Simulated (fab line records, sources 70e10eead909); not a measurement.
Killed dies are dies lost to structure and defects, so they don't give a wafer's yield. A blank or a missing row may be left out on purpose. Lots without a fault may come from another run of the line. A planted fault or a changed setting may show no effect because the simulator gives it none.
Chamber matching | flow nand_harc | NHARC_A_BONDPAD_DESCUM_11 on rie_diel-02: 4 sister chambers
The step chemistry O2, time 3 s. 30 wafers are shown with their chamber, then 12 later ones without.

WAFERS WITH THEIR CHAMBER
wafer  | chamber | drypump_motor_current_A (A) | oes_product_au (a.u.) | rf_vpp_V (V)
L074.1 | 0       | 6.0                         | 0.992                 | 57.0
L074.2 | 3       | 6.1                         | 0.997                 | 59.3
L074.6 | 3       | 6.1                         | 0.991                 | 57.0
L076.1 | 1       | 5.8                         | 1.013                 | 57.7
L076.4 | 3       | 6.1                         | 0.981                 | 59.5
L076.5 | 1       | 5.8                         | 1.015                 | 56.1
L075.1 | 1       | 5.8                         | 1.002                 | 55.9
L075.4 | 0       | 6.0                         | 0.998                 | 58.4
L075.5 | 0       | 6.0                         | 0.992                 | 58.5
L077.2 | 3       | 6.1                         | 0.995                 | 58.7
L077.4 | 0       | 6.0                         | 1.007                 | 60.1
L077.5 | 3       | 6.1                         | 0.993                 | 59.2
L081.1 | 1       | 5.8                         | 1.008                 | 58.2
L081.4 | 3       | 6.1                         | 0.993                 | 57.9
L081.5 | 1       | 5.8                         | 1.007                 | 55.9
L084.1 | 0       | 6.0                         | 0.975                 | 57.9
L084.4 | 3       | 6.1                         | 1.010                 | 57.7
L084.5 | 1       | 5.8                         | 1.006                 | 56.7
L087.1 | 1       | 5.8                         | 1.014                 | 56.4
L087.2 | 0       | 6.0                         | 0.992                 | 58.0
L087.3 | 2       | 6.0                         | 1.006                 | 56.0
L085.2 | 1       | 5.8                         | 1.006                 | 56.8
L085.3 | 0       | 6.0                         | 0.988                 | 59.0
L085.6 | 2       | 5.9                         | 1.001                 | 57.0
L086.1 | 0       | 6.0                         | 0.989                 | 58.0
L086.3 | 1       | 5.8                         | 1.008                 | 58.0
L086.4 | 3       | 6.1                         | 1.000                 | 59.0
L090.2 | 2       | 5.9                         | 1.012                 | 57.9
L090.4 | 0       | 6.0                         | 0.983                 | 59.8
L090.5 | 2       | 5.9                         | 1.002                 | 57.6

SIGNATURES (means of the wafers above)
reading                 | chamber 0 | chamber 1 | chamber 2 | chamber 3 | scatter within a chamber
drypump_motor_current_A | 6.000     | 5.800     | 5.925     | 6.100     | 0.017
oes_product_au          | 0.99067   | 1.00878   | 1.00525   | 0.99500   | 0.00717
rf_vpp_V                | 58.522    | 56.856    | 57.125    | 58.538    | 0.917
Rule: a wafer's distance from a chamber is the root of the sum, over the readings, of the square of ((its reading less the chamber's mean) divided by the reading's scatter). The wafer belongs to the nearest chamber; if the next one is less than 2 further off, it can't be placed. The scatter: the root of (the sum of the squares of (reading less its chamber's mean) over the shown wafers, divided by (wafers less chambers)).

WAFERS WITHOUT THEIR CHAMBER
wafer  | drypump_motor_current_A (A) | oes_product_au (a.u.) | rf_vpp_V (V)
L089.2 | 5.9                         | 1.004                 | 57.6
L089.4 | 5.8                         | 1.006                 | 57.4
L089.5 | 5.9                         | 0.998                 | 58.2
L093.1 | 5.8                         | 1.007                 | 56.8
L093.2 | 5.9                         | 0.989                 | 57.3
L093.5 | 5.9                         | 1.002                 | 56.3
L092.2 | 6.0                         | 0.986                 | 58.8
L092.4 | 6.1                         | 1.002                 | 58.5
L092.6 | 5.9                         | 1.006                 | 57.7
L096.1 | 6.0                         | 0.999                 | 57.6
L096.4 | 5.8                         | 0.997                 | 56.7
L096.6 | 6.0                         | 0.980                 | 57.5

WHICH CHAMBER EACH WENT THROUGH
wafer  | from the rows above | in truth
L089.2 | 2                   | 2
L089.4 | 1                   | 1
L089.5 | 2                   | 2
L093.1 | 1                   | 1
L093.2 | 2                   | 2
L093.5 | 2                   | 2
L092.2 | 0                   | 0
L092.4 | 3                   | 3
L092.6 | 2                   | 2
L096.1 | 0                   | 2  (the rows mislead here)
L096.4 | 1                   | 1
L096.6 | 0                   | 0
Placed correctly: 11 of 12. Can't be placed from these rows: 0. Placed wrongly: 1.
